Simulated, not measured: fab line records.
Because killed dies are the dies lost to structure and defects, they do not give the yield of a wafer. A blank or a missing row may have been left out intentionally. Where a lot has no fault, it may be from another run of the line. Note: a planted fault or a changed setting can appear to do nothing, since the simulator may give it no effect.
What tool caused it? :: flow nand_harc :: 36 wafers from 12 lots sampled at 5 of the route's 1302 steps

WHAT THE GAUGES SHOWED, per wafer
NHARC_END_SORT_01. Usual: killed_at_array 63, standard deviation 17; killed_at_other 0.8, standard deviation 1.1; killed_at_periphery 3.5, standard deviation 3; killed_dies 67, standard deviation 17; killed_open 3.1, standard deviation 1.6; killed_short 2.6, standard deviation 1.4.
lot: L482
measured: day 33 03:55
on: prober-02
killed_at_array: 61 72 665
killed_at_other: 1 0 0
killed_at_periphery: 4 2 5
killed_dies: 66 74 670
killed_open: 6 1 2
killed_short: 4 5 3
flag: OFF

lot: L484
measured: day 33 03:03
on: prober-01
killed_at_array: 59 665 44
killed_at_other: 2 1 5
killed_at_periphery: 0 2 4
killed_dies: 61 668 53
killed_open: 4 2 4
killed_short: 5 0 2
flag: OFF

WHAT TOOL EACH LOT RAN ON (gives the tool, then ch and the chambers of the sampled wafers, and finally the start)
lot: L462
NHARC_A_STAIRCASE_DESCUM_11: rie_diel-01 ch 1,3, day 15 20:57
NHARC_A_STAIRCASE_ETCH_19: rie_diel-01 ch 0,3, day 15 22:36 or earlier
NHARC_A_STAIRCASE_ETCH_23: rie_diel-01 ch 0,1, day 15 22:36
NHARC_A_STAIRCASE_ETCH_25: rie_diel-01 ch 0,1,3, no start

lot: L463
NHARC_A_STAIRCASE_DESCUM_11: rie_diel-06 ch 0,2,3, day 16 06:08
NHARC_A_STAIRCASE_ETCH_19: rie_diel-06 ch 0,2,3, day 16 07:45 or earlier
NHARC_A_STAIRCASE_ETCH_23: rie_diel-01 ch 0,1,2, day 16 07:45
NHARC_A_STAIRCASE_ETCH_25: rie_diel-01 ch 0,1,2, no start

lot: L464
NHARC_A_STAIRCASE_DESCUM_11: rie_diel-08 ch 2,3, day 16 10:15
NHARC_A_STAIRCASE_ETCH_19: rie_diel-06 ch 0,1,3, day 16 11:58 or earlier
NHARC_A_STAIRCASE_ETCH_23: rie_diel-06 ch 0,2,3, day 16 11:58
NHARC_A_STAIRCASE_ETCH_25: rie_diel-06 ch 2,3, no start

lot: L467
NHARC_A_STAIRCASE_DESCUM_11: rie_diel-06 ch 1,2,3, day 17 03:50
NHARC_A_STAIRCASE_ETCH_19: rie_diel-06 ch 0,2,3, day 17 06:41 or earlier
NHARC_A_STAIRCASE_ETCH_23: rie_diel-08 ch 0,1, day 17 06:41
NHARC_A_STAIRCASE_ETCH_25: rie_diel-08 ch 0,2, no start

lot: L469
NHARC_A_STAIRCASE_DESCUM_11: rie_diel-01 ch 1,3, day 18 14:49
NHARC_A_STAIRCASE_ETCH_19: rie_diel-01 ch 1,2,3, day 18 16:22 or earlier
NHARC_A_STAIRCASE_ETCH_23: rie_diel-06 ch 0,2, day 18 16:22
NHARC_A_STAIRCASE_ETCH_25: rie_diel-06 ch 0,3, no start

lot: L470
NHARC_A_STAIRCASE_DESCUM_11: rie_diel-08 ch 1,2,3, day 19 04:00
NHARC_A_STAIRCASE_ETCH_19: rie_diel-08 ch 0,1, day 19 05:32 or earlier
NHARC_A_STAIRCASE_ETCH_23: rie_diel-06 ch 1,2, day 19 05:32
NHARC_A_STAIRCASE_ETCH_25: rie_diel-06 ch 0,1,2, no start

lot: L471
NHARC_A_STAIRCASE_DESCUM_11: rie_diel-06 ch 1,2, day 20 00:11
NHARC_A_STAIRCASE_ETCH_19: rie_diel-06 ch 0,2,3, day 20 01:44 or earlier
NHARC_A_STAIRCASE_ETCH_23: rie_diel-01 ch 0,3, day 20 01:44
NHARC_A_STAIRCASE_ETCH_25: rie_diel-01 ch 0,2, no start

lot: L473
NHARC_A_STAIRCASE_DESCUM_11: rie_diel-06 ch 1,2,3, day 20 06:23
NHARC_A_STAIRCASE_ETCH_19: rie_diel-06 ch 0,1,2, day 20 09:41 or earlier
NHARC_A_STAIRCASE_ETCH_23: rie_diel-08 ch 0,2,3, day 20 09:41
NHARC_A_STAIRCASE_ETCH_25: rie_diel-08 ch 0,2,3, no start

lot: L472
NHARC_A_STAIRCASE_DESCUM_11: rie_diel-01 ch 0,3, day 20 10:47
NHARC_A_STAIRCASE_ETCH_19: rie_diel-01 ch 0,1,3, day 20 12:31 or earlier
NHARC_A_STAIRCASE_ETCH_23: rie_diel-01 ch 0,2,3, day 20 12:31
NHARC_A_STAIRCASE_ETCH_25: rie_diel-01 ch 2,3, no start

lot: L476
NHARC_A_STAIRCASE_DESCUM_11: rie_diel-01 ch 2,3, day 21 16:25
NHARC_A_STAIRCASE_ETCH_19: rie_diel-01 ch 2,3, day 21 17:56 or earlier
NHARC_A_STAIRCASE_ETCH_23: rie_diel-01 ch 2,3, day 21 17:56
NHARC_A_STAIRCASE_ETCH_25: rie_diel-01 ch 0,2,3, no start

lot: L482
NHARC_A_STAIRCASE_DESCUM_11: rie_diel-06 ch 0,1,2, day 24 00:58
NHARC_A_STAIRCASE_ETCH_19: rie_diel-06 ch 0,1,3, day 24 02:38 or earlier
NHARC_A_STAIRCASE_ETCH_23: rie_diel-06 ch 1,2, day 24 02:38
NHARC_A_STAIRCASE_ETCH_25: rie_diel-06 ch 0,3, day 33 03:55 or earlier

lot: L484
NHARC_A_STAIRCASE_DESCUM_11: rie_diel-08 ch 1,2,3, day 24 15:34
NHARC_A_STAIRCASE_ETCH_19: rie_diel-08 ch 0,2,3, day 24 17:13 or earlier
NHARC_A_STAIRCASE_ETCH_23: rie_diel-06 ch 1,2,3, day 24 17:13
NHARC_A_STAIRCASE_ETCH_25: rie_diel-06 ch 0,1,2, day 33 03:03 or earlier
- NHARC_A_STAIRCASE_DESCUM_11: chemistry O2, time 3 s.
- NHARC_A_STAIRCASE_ETCH_19: etches the open film in C4F8/O2, target depth 100 nm, time 40.5 s.
- NHARC_A_STAIRCASE_ETCH_23: etches the open film in C4F8/O2, target depth 100 nm, time 40.5 s.
- NHARC_A_STAIRCASE_ETCH_25: etches the open film in C4F8/O2, target depth 100 nm, time 40.5 s.

WHAT THE TOOLS THEMSELVES READ (means of the sampled wafers that have a number; where no wafer has one, the mark that the record gives instead)
NHARC_A_STAIRCASE_DESCUM_11. Usual: drypump_motor_current_A 5.4 A, standard deviation 0.51; oes_product_au 1.000 a.u., standard deviation 0.01; rf_vpp_V 57.8 V, standard deviation 0.8; showerhead_plenum_p_Torr 1.88 Torr, standard deviation 0.095; throttle_valve_pct 11.312 %, standard deviation 0.0092.
lot: L462
tool: rie_diel-01
drypump_motor_current_A (A): 5.6
oes_product_au (a.u.): 1.012
rf_vpp_V (V): 58.2
showerhead_plenum_p_Torr (Torr): 1.84
throttle_valve_pct (%): 11.317
flag: 

lot: L463
tool: rie_diel-06
drypump_motor_current_A (A): 5.1
oes_product_au (a.u.): 1.005
rf_vpp_V (V): 57.7
showerhead_plenum_p_Torr (Torr): 1.79
throttle_valve_pct (%): 11.305
flag: 

lot: L464
tool: rie_diel-08
drypump_motor_current_A (A): 4.9
oes_product_au (a.u.): 0.998
rf_vpp_V (V): 57.0
showerhead_plenum_p_Torr (Torr): 1.91
throttle_valve_pct (%): 11.311
flag: 

lot: L467
tool: rie_diel-06
drypump_motor_current_A (A): 5.0
oes_product_au (a.u.): 1.003
rf_vpp_V (V): 58.1
showerhead_plenum_p_Torr (Torr): 1.87
throttle_valve_pct (%): 11.309
flag: 

lot: L469
tool: rie_diel-01
drypump_motor_current_A (A): 5.9
oes_product_au (a.u.): 0.999
rf_vpp_V (V): 57.8
showerhead_plenum_p_Torr (Torr): 1.83
throttle_valve_pct (%): 11.318
flag: 

lot: L470
tool: rie_diel-08
drypump_motor_current_A (A): 5.0
oes_product_au (a.u.): 0.995
rf_vpp_V (V): 58.2
showerhead_plenum_p_Torr (Torr): 1.93
throttle_valve_pct (%): 11.313
flag: 

lot: L471
tool: rie_diel-06
drypump_motor_current_A (A): 4.8
oes_product_au (a.u.): 0.999
rf_vpp_V (V): 57.4
showerhead_plenum_p_Torr (Torr): 1.86
throttle_valve_pct (%): 11.315
flag: 

lot: L473
tool: rie_diel-06
drypump_motor_current_A (A): 5.0
oes_product_au (a.u.): 1.002
rf_vpp_V (V): 58.0
showerhead_plenum_p_Torr (Torr): 1.87
throttle_valve_pct (%): 11.310
flag: 

lot: L472
tool: rie_diel-01
drypump_motor_current_A (A): 5.5
oes_product_au (a.u.): 1.007
rf_vpp_V (V): 57.1
showerhead_plenum_p_Torr (Torr): 1.85
throttle_valve_pct (%): 11.307
flag: 

lot: L476
tool: rie_diel-01
drypump_motor_current_A (A): 5.5
oes_product_au (a.u.): 1.003
rf_vpp_V (V): 57.6
showerhead_plenum_p_Torr (Torr): 1.87
throttle_valve_pct (%): 11.313
flag: 

lot: L482
tool: rie_diel-06
drypump_motor_current_A (A): 5.2
oes_product_au (a.u.): 1.002
rf_vpp_V (V): 58.5
showerhead_plenum_p_Torr (Torr): 2.06
throttle_valve_pct (%): 11.320
flag: 

lot: L484
tool: rie_diel-08
drypump_motor_current_A (A): 5.0
oes_product_au (a.u.): 0.998
rf_vpp_V (V): 57.7
showerhead_plenum_p_Torr (Torr): 1.91
throttle_valve_pct (%): 11.313
flag: 

NHARC_A_STAIRCASE_ETCH_19. Usual: oes_product_au 0.942 a.u., standard deviation 0.013; rf_vpp_V 894 V, standard deviation 6.
lot: L462
tool: rie_diel-01
oes_product_au (a.u.): 0.952
rf_vpp_V (V): 895
flag: 

lot: L463
tool: rie_diel-06
oes_product_au (a.u.): 0.957
rf_vpp_V (V): 888
flag: 

lot: L464
tool: rie_diel-06
oes_product_au (a.u.): 0.969
rf_vpp_V (V): 894
flag: 

lot: L467
tool: rie_diel-06
oes_product_au (a.u.): 0.938
rf_vpp_V (V): 886
flag: 

lot: L469
tool: rie_diel-01
oes_product_au (a.u.): 0.936
rf_vpp_V (V): 893
flag: 

lot: L470
tool: rie_diel-08
oes_product_au (a.u.): 0.947
rf_vpp_V (V): 893
flag: 

lot: L471
tool: rie_diel-06
oes_product_au (a.u.): 0.950
rf_vpp_V (V): 887
flag: 

lot: L473
tool: rie_diel-06
oes_product_au (a.u.): 0.935
rf_vpp_V (V): 892
flag: 

lot: L472
tool: rie_diel-01
oes_product_au (a.u.): 0.939
rf_vpp_V (V): 893
flag: 

lot: L476
tool: rie_diel-01
oes_product_au (a.u.): 0.937
rf_vpp_V (V): 896
flag: 

lot: L482
tool: rie_diel-06
oes_product_au (a.u.): 0.941
rf_vpp_V (V): 899
flag: 

lot: L484
tool: rie_diel-08
oes_product_au (a.u.): 0.943
rf_vpp_V (V): 894
flag: 

NHARC_A_STAIRCASE_ETCH_23. Usual: oes_product_au 0.943 a.u., standard deviation 0.013; rf_vpp_V 895 V, standard deviation 6.7.
lot: L462
tool: rie_diel-01
oes_product_au (a.u.): 0.936
rf_vpp_V (V): 894
flag: 

lot: L463
tool: rie_diel-01
oes_product_au (a.u.): 0.936
rf_vpp_V (V): 894
flag: 

lot: L464
tool: rie_diel-06
oes_product_au (a.u.): 0.951
rf_vpp_V (V): 887
flag: 

lot: L467
tool: rie_diel-08
oes_product_au (a.u.): 0.942
rf_vpp_V (V): 894
flag: 

lot: L469
tool: rie_diel-06
oes_product_au (a.u.): 0.951
rf_vpp_V (V): 888
flag: 

lot: L470
tool: rie_diel-06
oes_product_au (a.u.): 0.962
rf_vpp_V (V): 893
flag: 

lot: L471
tool: rie_diel-01
oes_product_au (a.u.): 0.962
rf_vpp_V (V): 893
flag: 

lot: L473
tool: rie_diel-08
oes_product_au (a.u.): 0.921
rf_vpp_V (V): 895
flag: 

lot: L472
tool: rie_diel-01
oes_product_au (a.u.): 0.936
rf_vpp_V (V): 894
flag: 

lot: L476
tool: rie_diel-01
oes_product_au (a.u.): 0.937
rf_vpp_V (V): 895
flag: 

lot: L482
tool: rie_diel-06
oes_product_au (a.u.): 0.900
rf_vpp_V (V): 904
flag: OFF

lot: L484
tool: rie_diel-06
oes_product_au (a.u.): 0.892
rf_vpp_V (V): 899
flag: OFF

NHARC_A_STAIRCASE_ETCH_25. Usual: oes_product_au 0.943 a.u., standard deviation 0.013; rf_vpp_V 895 V, standard deviation 6.6.
lot: L462
tool: rie_diel-01
oes_product_au (a.u.): 0.933
rf_vpp_V (V): 893
flag: 

lot: L463
tool: rie_diel-01
oes_product_au (a.u.): 0.940
rf_vpp_V (V): 895
flag: 

lot: L464
tool: rie_diel-06
oes_product_au (a.u.): 0.961
rf_vpp_V (V): 887
flag: 

lot: L467
tool: rie_diel-08
oes_product_au (a.u.): 0.954
rf_vpp_V (V): 892
flag: 

lot: L469
tool: rie_diel-06
oes_product_au (a.u.): 0.954
rf_vpp_V (V): 888
flag: 

lot: L470
tool: rie_diel-06
oes_product_au (a.u.): 0.952
rf_vpp_V (V): 893
flag: 

lot: L471
tool: rie_diel-01
oes_product_au (a.u.): 0.955
rf_vpp_V (V): 896
flag: 

lot: L473
tool: rie_diel-08
oes_product_au (a.u.): 0.933
rf_vpp_V (V): 895
flag: 

lot: L472
tool: rie_diel-01
oes_product_au (a.u.): 0.941
rf_vpp_V (V): 896
flag: 

lot: L476
tool: rie_diel-01
oes_product_au (a.u.): 0.946
rf_vpp_V (V): 894
flag: 

lot: L482
tool: rie_diel-06
oes_product_au (a.u.): 0.945
rf_vpp_V (V): 900
flag: 

lot: L484
tool: rie_diel-06
oes_product_au (a.u.): 0.947
rf_vpp_V (V): 905
flag: 

THE ANSWER, worked out from the rows above alone
Rule: a lot counts as off when the mean over its wafers that have a number is more than 3 standard deviations away from the usual mean. A lot without any number at a reading at which 4 lots or more have one is off too. All remaining lots with rows at the step are treated as sound. After the gauges, taken in route order, come the tools' own readings; for these a lot's mean is taken, as printed above. At the first step where some lot is off, the reading lying furthest off is the one used; lots without a number count as furthest.
Off, at NHARC_END_SORT_01 on killed_at_array: L482, L484. Neither off nor sound, because the step has no rows for them: L462, L463, L464, L467, L469, L470, L471, L473, L472, L476.
If a tool, at a process step before that reading, ran all the lots that are off and no sound lot after the first of them, it fits. Not tried: the gauges at NHARC_END_SORT_01; whatever is off there is also off at NHARC_A_STAIRCASE_ETCH_23, on other tools, and gauge error can't account for it. NHARC_A_STAIRCASE_ETCH_19: start missing for some lots; hours and lot order therefore follow NHARC_A_STAIRCASE_ETCH_23. NHARC_A_STAIRCASE_ETCH_25: start missing for some lots; hours and lot order therefore follow NHARC_END_SORT_01. One candidate fits, namely rie_diel-06 at NHARC_A_STAIRCASE_ETCH_23 and NHARC_A_STAIRCASE_ETCH_25. It ran no sound lot before its first lot that is off in this sample, so the start can't be narrowed down.

WHAT WAS PUT IN BY THE SIMULATOR
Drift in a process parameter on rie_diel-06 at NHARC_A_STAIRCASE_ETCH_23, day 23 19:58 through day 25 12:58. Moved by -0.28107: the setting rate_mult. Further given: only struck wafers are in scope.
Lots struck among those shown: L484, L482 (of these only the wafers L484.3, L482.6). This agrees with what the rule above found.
